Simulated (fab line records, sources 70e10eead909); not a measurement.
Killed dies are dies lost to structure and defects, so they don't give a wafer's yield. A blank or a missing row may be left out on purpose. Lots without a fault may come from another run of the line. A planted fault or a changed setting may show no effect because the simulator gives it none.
Which tool did it? | flow nand_harc | 12 lots, 36 wafers sampled, at 6 steps of a route of 1159

WHAT THE GAUGES READ, wafer by wafer
NHARC_P_CONTACT_INSPECT_14. Usual: raw_defect_count 3.8, standard deviation 2.2.
lot  | measured     | on                | raw_defect_count | flag
L576 | day 5 18:28  | defect_inspect-01 | 3 3 3            |
L578 | day 6 07:17  | defect_inspect-02 | 4 5 1            |
L581 | day 6 17:14  | defect_inspect-02 | 1 4 2            |
L584 | day 7 19:02  | defect_inspect-01 | 6 4 9            |
L586 | day 7 22:19  | defect_inspect-01 | 5 5 2            |
L588 | day 8 21:56  | defect_inspect-02 | 5 5 2            |
L590 | day 9 12:09  | defect_inspect-01 | 3 1 4            |
L593 | day 9 19:50  | defect_inspect-01 | 3 0 3            |
L595 | day 10 11:19 | defect_inspect-01 | 6 5 2            |
L597 | day 10 20:20 | defect_inspect-02 | 1 11 2           |
L598 | day 10 20:59 | defect_inspect-01 | 4 6 6            |
L599 | day 11 08:21 | defect_inspect-01 | 5 9 6            |

NHARC_P_CONTACT_CD_MEAS_19. Usual: cd_nm 89.8 nm, standard deviation 1.6.
lot  | measured     | on        | cd_nm (nm)     | flag
L576 | day 5 19:23  | cd_sem-02 | 89.4 87.3 90.5 |
L578 | day 6 08:13  | cd_sem-01 | 90.1 92.7 88.1 |
L581 | day 6 18:15  | cd_sem-02 | 87.8 91.3 86.8 |
L584 | day 7 19:59  | cd_sem-01 | 90.0 92.6 92.1 |
L586 | day 7 23:15  | cd_sem-01 | 90.7 89.6 89.6 |
L588 | day 8 23:05  | cd_sem-03 | 87.2 89.8 88.4 |
L590 | day 9 13:05  | cd_sem-03 | 90.9 92.1 91.7 |
L593 | day 9 20:46  | cd_sem-01 | 87.8 89.1 89.9 |
L595 | day 10 12:17 | cd_sem-03 | 90.3 89.1 90.7 |
L597 | day 10 21:16 | cd_sem-03 | 86.8 88.9 89.2 |
L598 | day 10 21:55 | cd_sem-01 | 88.3 91.5 88.0 |
L599 | day 11 09:17 | cd_sem-03 | 90.4 89.8 89.8 |

NHARC_END_SORT_01. Usual: killed_at_array 24, standard deviation 8.8; killed_at_other 0.7, standard deviation 0.99; killed_at_periphery 3.5, standard deviation 2.6; killed_dies 28, standard deviation 9.3; killed_open 3.2, standard deviation 1.7; killed_short 1.7, standard deviation 1.4.
lot  | measured     | on        | killed_at_array | killed_at_other | killed_at_periphery | killed_dies | killed_open | killed_short | flag
L576 | day 19 16:01 | prober-02 | 16 16 27        | 0 0 2           | 3 5 3               | 19 21 32    | 6 3 3       | 1 2 1        |
L590 | day 23 18:51 | prober-01 | 31              | 1               | 2                   | 34          | 6           | 1            |
L593 | day 24 10:16 | prober-02 | 41 43 31        | 2 2 1           | 3 1 3               | 46 46 35    | 2 5 8       | 4 0 4        |
L595 | day 24 14:22 | prober-01 | 30 34 30        | 0 0 0           | 4 3 2               | 34 37 32    | 5 6 2       | 1 2 1        |
L597 | day 24 22:01 | prober-02 | 26              | 2               | 3                   | 31          | 3           | 1            |
L598 | day 25 05:49 | prober-01 | 11 11 18        | 0 1 1           | 2 2 1               | 13 14 20    | 0 4 4       | 0 0 4        |
L599 | day 25 02:59 | prober-02 | 36 23 33        | 0 0 0           | 3 9 8               | 39 32 41    | 3 1 4       | 4 5 5        |

WHICH TOOL RAN EACH LOT (tool, then ch and the chambers of the sampled wafers, then the start)
lot  | NHARC_P_CONTACT_ETCH_31                       | NHARC_P_CONTACT_CVD_23        | NHARC_P_CONTACT_CMP_24
L576 | rie_diel-11 ch 1,2, day 5 19:23 or earlier    | cvd_w-01 ch 0,1, day 6 07:58  | cmp-03 ch 0,1, day 6 08:38
L578 | rie_diel-11 ch 0,1,2, day 6 08:13 or earlier  | cvd_w-02 ch 0,1, day 6 17:38  | cmp-03 ch 0,1,2, day 6 18:11
L581 | rie_diel-11 ch 2,3, day 6 18:15 or earlier    | cvd_w-02 ch 0,1, day 7 02:49  | cmp-04 ch 0,1,2, day 7 03:20
L584 | rie_diel-08 ch 0,2, day 7 19:59 or earlier    | cvd_w-02 ch 0, day 7 21:46    | cmp-01 ch 0,1,3, day 7 22:20
L586 | rie_diel-11 ch 0,2,3, day 7 23:15 or earlier  | cvd_w-02 ch 0, day 8 00:32    | cmp-03 ch 1,2,3, day 8 01:12
L588 | rie_diel-08 ch 1,2,3, day 8 23:05 or earlier  | cvd_w-01 ch 0,1, day 9 00:35  | cmp-04 ch 1,3, day 9 02:08
L590 | rie_diel-08 ch 0,2,3, day 9 13:05 or earlier  | cvd_w-02 ch 0,1, day 9 20:07  | cmp-04 ch 0,2,3, day 10 08:55
L593 | rie_diel-11 ch 1,3, day 9 20:46 or earlier    | cvd_w-01 ch 0,1, day 10 00:14 | cmp-03 ch 0,2,3, day 10 00:52
L595 | rie_diel-08 ch 1,2,3, day 10 12:17 or earlier | cvd_w-02 ch 0,1, day 10 14:04 | cmp-03 ch 0,2,3, day 10 19:42
L597 | rie_diel-11 ch 0,1,2, day 10 21:16 or earlier | cvd_w-02 ch 0,1, day 10 22:26 | cmp-04 ch 1,2,3, day 10 23:08
L598 | rie_diel-08 ch 0,2, day 10 21:55 or earlier   | cvd_w-02 ch 0,1, day 10 23:05 | cmp-04 ch 0,1,2, day 10 23:44
L599 | rie_diel-11 ch 0,1,3, day 11 09:17 or earlier | cvd_w-02 ch 0,1, day 11 10:28 | cmp-01 ch 1,2, day 11 11:08
- NHARC_P_CONTACT_ETCH_31: etches the open film in CH3F/O2, target depth 30 nm, time 85.7 s.
- NHARC_P_CONTACT_CVD_23: deposits W, target thk 200 nm, time 557 s.
- NHARC_P_CONTACT_CMP_24: polishes, t overpolish 30 s, target thk 200 nm.

WHAT THE TOOLS THEMSELVES READ (means of the sampled wafers that have a number; where no wafer has one, the mark that the record gives instead)
NHARC_P_CONTACT_ETCH_31. Usual: ch3f_flow_sccm 50.01 sccm, standard deviation 0.15; chamber_pressure_mTorr 25.000 mTorr, standard deviation 0.022; drypump_motor_current_A 5.7 A, standard deviation 0.33; oes_product_au 0.984 a.u., standard deviation 0.013; rf_vpp_V 244.0 V, standard deviation 1.5; showerhead_plenum_p_Torr 2.43 Torr, standard deviation 0.086; throttle_valve_pct 20.663 %, standard deviation 0.0082.
lot  | tool        | ch3f_flow_sccm (sccm) | chamber_pressure_mTorr (mTorr) | drypump_motor_current_A (A) | oes_product_au (a.u.) | rf_vpp_V (V) | showerhead_plenum_p_Torr (Torr) | throttle_valve_pct (%) | flag
L576 | rie_diel-11 | 50.00                 | 25.026                         | 6.0                         | 0.990                 | 243.9        | 2.43                            | 20.654                 |
L578 | rie_diel-11 | 50.12                 | 25.003                         | 5.7                         | 0.990                 | 242.9        | 2.40                            | 20.660                 |
L581 | rie_diel-11 | 50.02                 | 25.019                         | 5.6                         | 0.997                 | 243.8        | 2.38                            | 20.673                 |
L584 | rie_diel-08 | 50.04                 | 24.996                         | 5.3                         | 0.981                 | 245.0        | 2.51                            | 20.661                 |
L586 | rie_diel-11 | 49.98                 | 24.994                         | 5.6                         | 0.991                 | 244.6        | 2.38                            | 20.669                 |
L588 | rie_diel-08 | 50.17                 | 25.006                         | 5.7                         | 0.995                 | 244.8        | 2.53                            | 20.667                 |
L590 | rie_diel-08 | 50.10                 | 25.012                         | 5.7                         | 0.973                 | 244.0        | 2.46                            | 20.665                 |
L593 | rie_diel-11 | 49.98                 | 25.021                         | 5.8                         | 0.972                 | 242.4        | 2.36                            | 20.669                 |
L595 | rie_diel-08 | 50.10                 | 24.987                         | 5.7                         | 0.978                 | 245.6        | 2.52                            | 20.665                 |
L597 | rie_diel-11 | 49.90                 | 25.017                         | 5.7                         | 0.984                 | 243.6        | 2.39                            | 20.659                 |
L598 | rie_diel-08 | 50.08                 | 25.003                         | 5.5                         | 0.977                 | 244.3        | 2.46                            | 20.666                 |
L599 | rie_diel-11 | 50.06                 | 25.001                         | 5.7                         | 0.954                 | 243.0        | 2.36                            | 20.659                 |

NHARC_P_CONTACT_CVD_23. Usual: chamber_pressure_Torr 39.98 Torr, standard deviation 0.087; heater_power_w 479 W, standard deviation 19; throttle_valve_pct 8.0 %, standard deviation 0.33.
lot  | tool     | chamber_pressure_Torr (Torr) | heater_power_w (W) | throttle_valve_pct (%) | flag
L576 | cvd_w-01 | 39.97                        | 458                | 7.8                    |
L578 | cvd_w-02 | 40.05                        | 491                | 8.0                    |
L581 | cvd_w-02 | 39.89                        | 493                | 8.2                    |
L584 | cvd_w-02 | 40.07                        | 474                | 7.8                    |
L586 | cvd_w-02 | 39.90                        | 485                | 7.8                    |
L588 | cvd_w-01 | 40.02                        | 459                | 7.8                    |
L590 | cvd_w-02 | 40.04                        | 476                | 7.8                    |
L593 | cvd_w-01 | 40.00                        | 474                | 7.7                    |
L595 | cvd_w-02 | 39.99                        | 474                | 8.1                    |
L597 | cvd_w-02 | 40.00                        | 483                | 7.8                    |
L598 | cvd_w-02 | 40.06                        | 482                | 8.0                    |
L599 | cvd_w-02 | 39.94                        | 474                | 7.9                    |

NHARC_P_CONTACT_CMP_24. Usual: motor_current_A 12.4 A, standard deviation 1.4; overpolish_run_s 29.999 s, standard deviation 0.0084; slurry_filter_dp_kPa 13.47 kPa, standard deviation 0.14; time_to_endpoint_s 37.8 s, standard deviation 1.9.
lot  | tool   | motor_current_A (A) | overpolish_run_s (s) | slurry_filter_dp_kPa (kPa) | time_to_endpoint_s (s) | flag
L576 | cmp-03 | 12.0                | 29.990               | 13.45                      | 37.2                   |
L578 | cmp-03 | 12.3                | 30.001               | 13.50                      | 36.7                   |
L581 | cmp-04 | 12.3                | 30.004               | 13.50                      | 36.1                   |
L584 | cmp-01 | 12.5                | 30.000               | 13.44                      | 40.7                   |
L586 | cmp-03 | 13.3                | 30.000               | 13.36                      | 38.6                   |
L588 | cmp-04 | 12.6                | 30.001               | 13.39                      | 74.2                   | OFF
L590 | cmp-04 | 12.2                | 30.003               | 13.53                      | 79.3                   | OFF
L593 | cmp-03 | 12.1                | 29.997               | 13.43                      | 37.2                   |
L595 | cmp-03 | 12.3                | 30.001               | 13.36                      | 77.7                   | OFF
L597 | cmp-04 | 12.1                | 29.993               | 13.43                      | 38.3                   |
L598 | cmp-04 | 11.7                | 29.995               | 13.37                      | 39.1                   |
L599 | cmp-01 | 12.8                | 29.996               | 13.37                      | 37.0                   |

THE ANSWER, worked out from the rows above alone
Rule: a lot is off if the mean of its wafers that have a number lies more than 3 standard deviations from the usual mean. A lot without any number at a reading at which 4 lots or more have one is off too. The other lots that the step has rows for count as sound. The gauges are gone through in route order, then the tools' own readings, and for those a lot's mean is taken as printed above. The first step at which some lot is off is used, and at that step the reading that is off furthest; a lot without a number counts as furthest.
Off: L588, L590, L595, at NHARC_P_CONTACT_CMP_24 (time_to_endpoint_s).
A tool fits if, at that step or a process step before it, it ran every lot that is off, and no sound lot after the first of them. NHARC_P_CONTACT_ETCH_31 gives no start for some lots, so the hours and the order of its lots are those of NHARC_P_CONTACT_CD_MEAS_19. None of those tried fits.

WHAT THE SIMULATOR HAD PUT IN
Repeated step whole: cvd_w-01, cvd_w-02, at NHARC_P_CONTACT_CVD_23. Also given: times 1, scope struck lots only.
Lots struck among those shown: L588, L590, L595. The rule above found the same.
